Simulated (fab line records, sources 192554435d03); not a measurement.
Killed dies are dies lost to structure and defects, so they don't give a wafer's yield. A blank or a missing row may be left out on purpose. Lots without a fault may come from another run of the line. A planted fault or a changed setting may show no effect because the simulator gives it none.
Which tool is to blame? || flow n5 finfet || 8 lots, 24 wafers sampled, at 5 steps of a route of 1938

## WHAT THE GAUGES READ, wafer by wafer
N5_SD_EPI_P_EPI_MEAS_23.
{"lot": "L252", "measured": "day 5 12:31", "on": "film metro-01", "thk nm (nm)": "61.0 61.2 61.0"}
{"lot": "L254", "measured": "day 6 02:59", "on": "film metro-02", "thk nm (nm)": "62.9 61.2 59.6"}
{"lot": "L256", "measured": "day 6 17:10", "on": "film metro-01", "thk nm (nm)": "63.6 61.8 61.3"}
{"lot": "L258", "measured": "day 6 23:53", "on": "film metro-02", "thk nm (nm)": "62.1 58.5 60.4"}
{"lot": "L261", "measured": "day 7 17:50", "on": "film metro-02", "thk nm (nm)": "59.7 62.1 62.4"}
{"lot": "L265", "measured": "day 8 19:08", "on": "film metro-02", "thk nm (nm)": "61.5 61.0 60.9"}
{"lot": "L266", "measured": "day 9 02:31", "on": "film metro-02", "thk nm (nm)": "59.4 62.2 61.2"}
{"lot": "L267", "measured": "day 9 13:48", "on": "film metro-02", "thk nm (nm)": "60.3 59.3 61.3"}

N5_BEOL_M4_RC_MEAS_101.
{"lot": "L252", "measured": "day 10 15:37", "on": "prober-01", "DIBL_P (mV/V)": "37.0 37.8 37.7", "IOFF_P (nA/um)": "0.21 0.23 0.23", "IOFF_P_85C (nA/um)": "3.6 3.9 4.0", "IOFF_P_LIN (nA/um)": "0.096 0.105 0.104", "IOFF_P_LONG (nA/um)": "0.00011 0.000109 0.000109", "ION_P (uA/um)": "466 467 468", "REXT_P (ohm.um)": "100.8 99.8 99.0", "SS_P (mV/dec)": "73.0 73.2 73.7", "VT_P (mV)": "-249 -249 -249", "VT_P_LVT (mV)": "-101 -98 -99"}
{"lot": "L254", "measured": "day 10 22:18", "on": "prober-01", "DIBL_P (mV/V)": "36.0 37.1 37.7", "IOFF_P (nA/um)": "0.19 0.21 0.24", "IOFF_P_85C (nA/um)": "3.3 3.7 4.0", "IOFF_P_LIN (nA/um)": "0.092 0.102 0.109", "IOFF_P_LONG (nA/um)": "9.2e-05 9.6e-05 9.6e-05", "ION_P (uA/um)": "450 465 473", "REXT_P (ohm.um)": "99.0 98.7 99.0", "SS_P (mV/dec)": "72.7 73.3 73.7", "VT_P (mV)": "-252 -253 -250", "VT_P_LVT (mV)": "-99 -98 -96"}
{"lot": "L256", "measured": "day 11 03:49", "on": "prober-02", "DIBL_P (mV/V)": "57.0 57.9 54.6", "IOFF_P (nA/um)": "2.25 2.37 1.92", "IOFF_P_85C (nA/um)": "26.0 27.2 22.9", "IOFF_P_LIN (nA/um)": "0.783 0.796 0.672", "IOFF_P_LONG (nA/um)": "0.00016 0.000156 0.000161", "ION_P (uA/um)": "566 557 550", "REXT_P (ohm.um)": "79.1 81.1 79.0", "SS_P (mV/dec)": "77.3 78.0 76.9", "VT_P (mV)": "-206 -206 -206", "VT_P_LVT (mV)": "-53 -54 -56"}
{"lot": "L258", "measured": "day 11 17:22", "on": "prober-01", "DIBL_P (mV/V)": "37.5 35.1 34.6", "IOFF_P (nA/um)": "0.28 0.22 0.23", "IOFF_P_85C (nA/um)": "4.5 3.7 3.8", "IOFF_P_LIN (nA/um)": "0.124 0.104 0.108", "IOFF_P_LONG (nA/um)": "0.000121 0.000123 0.000122", "ION_P (uA/um)": "476 470 469", "REXT_P (ohm.um)": "98.6 100.1 99.1", "SS_P (mV/dec)": "74.2 73.6 73.6", "VT_P (mV)": "-247 -251 -245", "VT_P_LVT (mV)": "-93 -96 -94"}
{"lot": "L261", "measured": "day 12 05:52", "on": "prober-01", "DIBL_P (mV/V)": "68.5 60.1 61.0", "IOFF_P (nA/um)": "5.93 2.66 2.72", "IOFF_P_85C (nA/um)": "60.0 30.5 31.1", "IOFF_P_LIN (nA/um)": "1.012 0.814 0.844", "IOFF_P_LONG (nA/um)": "0.000144 0.000138 0.000143", "ION_P (uA/um)": "566 565 560", "REXT_P (ohm.um)": "80.6 79.7 81.0", "SS_P (mV/dec)": "87.4 78.5 78.4", "VT_P (mV)": "-204 -207 -206", "VT_P_LVT (mV)": "-51 -53 -53"}
{"lot": "L265", "measured": "day 13 15:16", "on": "prober-01", "DIBL_P (mV/V)": "34.7 33.7 33.1", "IOFF_P (nA/um)": "0.22 0.20 0.19", "IOFF_P_85C (nA/um)": "3.7 3.5 3.4", "IOFF_P_LIN (nA/um)": "0.104 0.098 0.095", "IOFF_P_LONG (nA/um)": "0.000109 0.000108 0.000111", "ION_P (uA/um)": "459 466 458", "REXT_P (ohm.um)": "99.8 100.0 99.8", "SS_P (mV/dec)": "73.0 72.9 71.8", "VT_P (mV)": "-251 -251 -250", "VT_P_LVT (mV)": "-97 -98 -99"}
{"lot": "L266", "measured": "day 13 20:48", "on": "prober-02", "DIBL_P (mV/V)": "35.2 37.1 36.8", "IOFF_P (nA/um)": "0.21 0.24 0.24", "IOFF_P_85C (nA/um)": "3.5 4.0 3.9", "IOFF_P_LIN (nA/um)": "0.099 0.111 0.109", "IOFF_P_LONG (nA/um)": "0.000113 0.000108 0.000115", "ION_P (uA/um)": "470 473 470", "REXT_P (ohm.um)": "103.0 102.1 102.6", "SS_P (mV/dec)": "72.6 74.2 73.5", "VT_P (mV)": "-248 -248 -248", "VT_P_LVT (mV)": "-95 -92 -94"}
{"lot": "L267", "measured": "day 14 09:07", "on": "prober-02", "DIBL_P (mV/V)": "35.5 35.8 36.1", "IOFF_P (nA/um)": "0.15 0.15 0.15", "IOFF_P_85C (nA/um)": "2.8 2.8 2.8", "IOFF_P_LIN (nA/um)": "0.077 0.076 0.076", "IOFF_P_LONG (nA/um)": "8.8e-05 9.3e-05 9.2e-05", "ION_P (uA/um)": "456 464 452", "REXT_P (ohm.um)": "99.7 98.6 100.3", "SS_P (mV/dec)": "73.4 72.5 73.0", "VT_P (mV)": "-258 -259 -256", "VT_P_LVT (mV)": "-104 -105 -105"}

## WHAT TOOL EACH LOT RAN ON (gives the tool, then ch and the chambers of the sampled wafers, and finally the start)
{"lot": "L252", "N5_SD_EPI_P_DESCUM_14": "rie diel-06 ch 0,1,2, day 5 07:00", "N5_SD_EPI_P_ETCH_16": "rie diel-06 ch 0,1,2, day 5 07:37", "N5_SD_ACTIVATION_RTA_00": "rtp anneal-02 ch 0, day 5 12:49"}
{"lot": "L254", "N5_SD_EPI_P_DESCUM_14": "rie diel-04 ch 0,2,3, day 5 22:36", "N5_SD_EPI_P_ETCH_16": "rie diel-04 ch 0,2,3, day 5 23:13", "N5_SD_ACTIVATION_RTA_00": "rtp anneal-02 ch 0, day 6 03:20"}
{"lot": "L256", "N5_SD_EPI_P_DESCUM_14": "rie diel-04 ch 0,1, day 6 13:38", "N5_SD_EPI_P_ETCH_16": "rie diel-04 ch 0,1, day 6 14:15", "N5_SD_ACTIVATION_RTA_00": "rtp anneal-02 ch 0, day 6 17:23"}
{"lot": "L258", "N5_SD_EPI_P_DESCUM_14": "rie diel-01 ch 0,1,3, day 6 20:20", "N5_SD_EPI_P_ETCH_16": "rie diel-01 ch 0,1,3, day 6 20:56", "N5_SD_ACTIVATION_RTA_00": "rtp anneal-01 ch 0, day 7 00:07"}
{"lot": "L261", "N5_SD_EPI_P_DESCUM_14": "rie diel-06 ch 0,1,2, day 7 14:17", "N5_SD_EPI_P_ETCH_16": "rie diel-06 ch 0,1,2, day 7 14:54", "N5_SD_ACTIVATION_RTA_00": "rtp anneal-02 ch 0, day 7 18:13"}
{"lot": "L265", "N5_SD_EPI_P_DESCUM_14": "rie diel-06 ch 0,1,3, day 8 14:44", "N5_SD_EPI_P_ETCH_16": "rie diel-06 ch 0,1,3, day 8 15:22", "N5_SD_ACTIVATION_RTA_00": "rtp anneal-01 ch 0, day 8 19:26"}
{"lot": "L266", "N5_SD_EPI_P_DESCUM_14": "rie diel-04 ch 1,2,3, day 8 22:08", "N5_SD_EPI_P_ETCH_16": "rie diel-04 ch 1,2,3, day 8 22:44", "N5_SD_ACTIVATION_RTA_00": "rtp anneal-01 ch 0, day 9 02:56"}
{"lot": "L267", "N5_SD_EPI_P_DESCUM_14": "rie diel-06 ch 0,2, day 9 08:17", "N5_SD_EPI_P_ETCH_16": "rie diel-06 ch 0,2, day 9 08:54", "N5_SD_ACTIVATION_RTA_00": "rtp anneal-01 ch 0, day 9 14:07"}
- N5_SD_EPI_P_DESCUM_14: chemistry O2, time 7.9 s.
- N5_SD_EPI_P_ETCH_16: etches SiO2 in CHF3/O2, target depth 5 nm.
- N5_SD_ACTIVATION_RTA_00: time 0 s.

## AS READ BY THE TOOLS THEMSELVES (means over the sampled wafers that have a number; for cases with no such wafer, the mark the record gives instead)
N5_SD_EPI_P_DESCUM_14.
{"lot": "L252", "tool": "rie diel-06", "chamber pressure mTorr (mTorr)": 19.983, "drypump motor current A (A)": 5.3, "oes product au (a.u.)": 0.75, "rf fwd power W (W)": 49.18, "rf vpp V (V)": 242.5, "showerhead plenum p Torr (Torr)": 2.02, "throttle valve pct (%)": 20.39}
{"lot": "L254", "tool": "rie diel-04", "chamber pressure mTorr (mTorr)": 19.993, "drypump motor current A (A)": 5.7, "oes product au (a.u.)": 0.78, "rf fwd power W (W)": 49.37, "rf vpp V (V)": 244.2, "showerhead plenum p Torr (Torr)": 2.16, "throttle valve pct (%)": 20.42}
{"lot": "L256", "tool": "rie diel-04", "chamber pressure mTorr (mTorr)": 19.996, "drypump motor current A (A)": 5.4, "oes product au (a.u.)": 0.75, "rf fwd power W (W)": 49.37, "rf vpp V (V)": 244.6, "showerhead plenum p Torr (Torr)": 2.18, "throttle valve pct (%)": 20.62}
{"lot": "L258", "tool": "rie diel-01", "chamber pressure mTorr (mTorr)": 20.001, "drypump motor current A (A)": 6.2, "oes product au (a.u.)": 0.72, "rf fwd power W (W)": 49.26, "rf vpp V (V)": 242.4, "showerhead plenum p Torr (Torr)": 2.05, "throttle valve pct (%)": 20.61}
{"lot": "L261", "tool": "rie diel-06", "chamber pressure mTorr (mTorr)": 19.986, "drypump motor current A (A)": 5.3, "oes product au (a.u.)": 0.84, "rf fwd power W (W)": 49.17, "rf vpp V (V)": 242.8, "showerhead plenum p Torr (Torr)": 2.10, "throttle valve pct (%)": 20.30}
{"lot": "L265", "tool": "rie diel-06", "chamber pressure mTorr (mTorr)": 20.006, "drypump motor current A (A)": 5.8, "oes product au (a.u.)": 0.74, "rf fwd power W (W)": 49.33, "rf vpp V (V)": 243.1, "showerhead plenum p Torr (Torr)": 2.05, "throttle valve pct (%)": 20.49}
{"lot": "L266", "tool": "rie diel-04", "chamber pressure mTorr (mTorr)": 19.993, "drypump motor current A (A)": 5.8, "oes product au (a.u.)": 0.74, "rf fwd power W (W)": 49.47, "rf vpp V (V)": 245.0, "showerhead plenum p Torr (Torr)": 2.14, "throttle valve pct (%)": 20.54}
{"lot": "L267", "tool": "rie diel-06", "chamber pressure mTorr (mTorr)": 19.989, "drypump motor current A (A)": 5.3, "oes product au (a.u.)": 0.80, "rf fwd power W (W)": 49.50, "rf vpp V (V)": 244.9, "showerhead plenum p Torr (Torr)": 2.18, "throttle valve pct (%)": 20.48}

N5_SD_EPI_P_ETCH_16.
{"lot": "L252", "tool": "rie diel-06", "chamber pressure mTorr (mTorr)": 30.005, "drypump motor current A (A)": 5.3, "oes product au (a.u.)": 0.74, "rf fwd power W (W)": 641.8, "rf vpp V (V)": 521, "showerhead plenum p Torr (Torr)": 2.34, "throttle valve pct (%)": 18.93}
{"lot": "L254", "tool": "rie diel-04", "chamber pressure mTorr (mTorr)": 30.003, "drypump motor current A (A)": 5.7, "oes product au (a.u.)": 0.78, "rf fwd power W (W)": 644.3, "rf vpp V (V)": 523, "showerhead plenum p Torr (Torr)": 2.48, "throttle valve pct (%)": 18.84}
{"lot": "L256", "tool": "rie diel-04", "chamber pressure mTorr (mTorr)": 29.972, "drypump motor current A (A)": 5.3, "oes product au (a.u.)": 0.75, "rf fwd power W (W)": 644.7, "rf vpp V (V)": 536, "showerhead plenum p Torr (Torr)": 2.50, "throttle valve pct (%)": 19.06}
{"lot": "L258", "tool": "rie diel-01", "chamber pressure mTorr (mTorr)": 29.985, "drypump motor current A (A)": 6.2, "oes product au (a.u.)": 0.72, "rf fwd power W (W)": 642.9, "rf vpp V (V)": 530, "showerhead plenum p Torr (Torr)": 2.36, "throttle valve pct (%)": 19.04}
{"lot": "L261", "tool": "rie diel-06", "chamber pressure mTorr (mTorr)": 30.017, "drypump motor current A (A)": 5.3, "oes product au (a.u.)": 0.83, "rf fwd power W (W)": 640.8, "rf vpp V (V)": 525, "showerhead plenum p Torr (Torr)": 2.42, "throttle valve pct (%)": 18.82}
{"lot": "L265", "tool": "rie diel-06", "chamber pressure mTorr (mTorr)": 30.014, "drypump motor current A (A)": 5.8, "oes product au (a.u.)": 0.74, "rf fwd power W (W)": 645.0, "rf vpp V (V)": 524, "showerhead plenum p Torr (Torr)": 2.36, "throttle valve pct (%)": 18.94}
{"lot": "L266", "tool": "rie diel-04", "chamber pressure mTorr (mTorr)": 30.028, "drypump motor current A (A)": 5.8, "oes product au (a.u.)": 0.75, "rf fwd power W (W)": 645.7, "rf vpp V (V)": 521, "showerhead plenum p Torr (Torr)": 2.46, "throttle valve pct (%)": 18.99}
{"lot": "L267", "tool": "rie diel-06", "chamber pressure mTorr (mTorr)": 30.016, "drypump motor current A (A)": 5.3, "oes product au (a.u.)": 0.78, "rf fwd power W (W)": 644.4, "rf vpp V (V)": 521, "showerhead plenum p Torr (Torr)": 2.51, "throttle valve pct (%)": 18.96}

N5_SD_ACTIVATION_RTA_00.
{"lot": "L252", "tool": "rtp anneal-02", "lamp power pct (%)": 8.94, "lamp_zone_1_pct (%)": 8.941, "lamp_zone_2_pct (%)": 8.928, "lamp_zone_3_pct (%)": 8.962, "lamp_zone_4_pct (%)": 8.970, "lamp_zone_5_pct (%)": 8.954, "lamp_zone_6_pct (%)": 8.863, "lamp_zone_7_pct (%)": 9.343, "wafer_temp_C_max": 975.0}
{"lot": "L254", "tool": "rtp anneal-02", "lamp power pct (%)": 8.90, "lamp_zone_1_pct (%)": 8.968, "lamp_zone_2_pct (%)": 8.949, "lamp_zone_3_pct (%)": 8.990, "lamp_zone_4_pct (%)": 8.981, "lamp_zone_5_pct (%)": 8.946, "lamp_zone_6_pct (%)": 8.907, "lamp_zone_7_pct (%)": 9.351, "wafer_temp_C_max": 977.5}
{"lot": "L256", "tool": "rtp anneal-02", "lamp power pct (%)": 10.38, "lamp_zone_1_pct (%)": 10.333, "lamp_zone_2_pct (%)": 10.363, "lamp_zone_3_pct (%)": 10.327, "lamp_zone_4_pct (%)": 10.338, "lamp_zone_5_pct (%)": 10.312, "lamp_zone_6_pct (%)": 10.265, "lamp_zone_7_pct (%)": 10.822, "wafer_temp_C_max": 973.2}
{"lot": "L258", "tool": "rtp anneal-01", "lamp power pct (%)": 8.95, "lamp_zone_1_pct (%)": 8.946, "lamp_zone_2_pct (%)": 8.925, "lamp_zone_3_pct (%)": 8.945, "lamp_zone_4_pct (%)": 8.973, "lamp_zone_5_pct (%)": 8.937, "lamp_zone_6_pct (%)": 8.876, "lamp_zone_7_pct (%)": 9.342, "wafer_temp_C_max": 977.0}
{"lot": "L261", "tool": "rtp anneal-02", "lamp power pct (%)": 10.39, "lamp_zone_1_pct (%)": 10.383, "lamp_zone_2_pct (%)": 10.366, "lamp_zone_3_pct (%)": 10.370, "lamp_zone_4_pct (%)": 10.370, "lamp_zone_5_pct (%)": 10.339, "lamp_zone_6_pct (%)": 10.255, "lamp_zone_7_pct (%)": 10.777, "wafer_temp_C_max": 976.1}
{"lot": "L265", "tool": "rtp anneal-01", "lamp power pct (%)": 8.98, "lamp_zone_1_pct (%)": 8.956, "lamp_zone_2_pct (%)": 8.963, "lamp_zone_3_pct (%)": 8.942, "lamp_zone_4_pct (%)": 8.954, "lamp_zone_5_pct (%)": 8.985, "lamp_zone_6_pct (%)": 8.878, "lamp_zone_7_pct (%)": 9.323, "wafer_temp_C_max": 975.3}
{"lot": "L266", "tool": "rtp anneal-01", "lamp power pct (%)": 8.95, "lamp_zone_1_pct (%)": 8.941, "lamp_zone_2_pct (%)": 8.969, "lamp_zone_3_pct (%)": 8.952, "lamp_zone_4_pct (%)": 8.954, "lamp_zone_5_pct (%)": 8.952, "lamp_zone_6_pct (%)": 8.845, "lamp_zone_7_pct (%)": 9.359, "wafer_temp_C_max": 972.9}
{"lot": "L267", "tool": "rtp anneal-01", "lamp power pct (%)": 8.95, "lamp_zone_1_pct (%)": 8.946, "lamp_zone_2_pct (%)": 8.921, "lamp_zone_3_pct (%)": 8.976, "lamp_zone_4_pct (%)": 8.967, "lamp_zone_5_pct (%)": 8.969, "lamp_zone_6_pct (%)": 8.865, "lamp_zone_7_pct (%)": 9.360, "wafer_temp_C_max": 975.1}

## THE ANSWER, worked out from the rows above alone
Rule: what is usual is taken from the lots themselves. The widest of any qualifying gaps counts: lots, ordered by their means at a reading, are off when they make up no more than a third of the lots, leave a main group of 4 or more, and stand apart from it by 3 or more times the standard deviation of that group's means. The tables above print the reading to a certain number of digits; a main group whose means all agree to those digits is not used. Also off: a lot with no number at a reading for which 4 or more lots have one. All remaining lots with rows at the step are treated as sound. The gauges are gone through in route order, then the tools' own readings, and for those a lot's mean is taken as printed above. At the first step where some lot is off, the reading lying furthest off is the one used; lots without a number count as furthest.
Off: at N5_BEOL_M4_RC_MEAS_101 (IOFF_P), L256, L261. Main group: mean 0.21 nA/um, sd 0.03.
If a tool, at a process step before that reading, ran all the lots that are off and no sound lot after the first of them, it fits. Not tried: the gauges at N5_BEOL_M4_RC_MEAS_101; whatever is off there is also off at N5_SD_ACTIVATION_RTA_00, on other tools, and gauge error can't account for it. One fits: rtp anneal-02 at N5_SD_ACTIVATION_RTA_00. Its last sound lot is L254 (day 6 03:20), its first lot that is off L256 (day 6 17:23): a fault that began between those two fits.
The tool's own readings at N5_SD_ACTIVATION_RTA_00 bear it out: on the lots that are off they differ by more than 5 times the standard deviation of the sound lots' means. lamp power pct reads 10.39 % there against 8.95 % on the sound lots; lamp_zone_1_pct reads 10.358 % there against 8.950 % on the sound lots; lamp_zone_2_pct reads 10.364 % there against 8.942 % on the sound lots; lamp_zone_3_pct reads 10.348 % there against 8.961 % on the sound lots; lamp_zone_4_pct reads 10.354 % there against 8.966 % on the sound lots; lamp_zone_5_pct reads 10.325 % there against 8.957 % on the sound lots; lamp_zone_6_pct reads 10.260 % there against 8.872 % on the sound lots; lamp_zone_7_pct reads 10.799 % there against 9.346 % on the sound lots.

## WHAT THE SIMULATOR HAD PUT IN
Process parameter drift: rtp anneal-02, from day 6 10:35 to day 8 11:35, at N5_SD_ACTIVATION_RTA_00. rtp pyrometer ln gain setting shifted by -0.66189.
Shown lots that were struck: L256, L261. The rule above found the same.
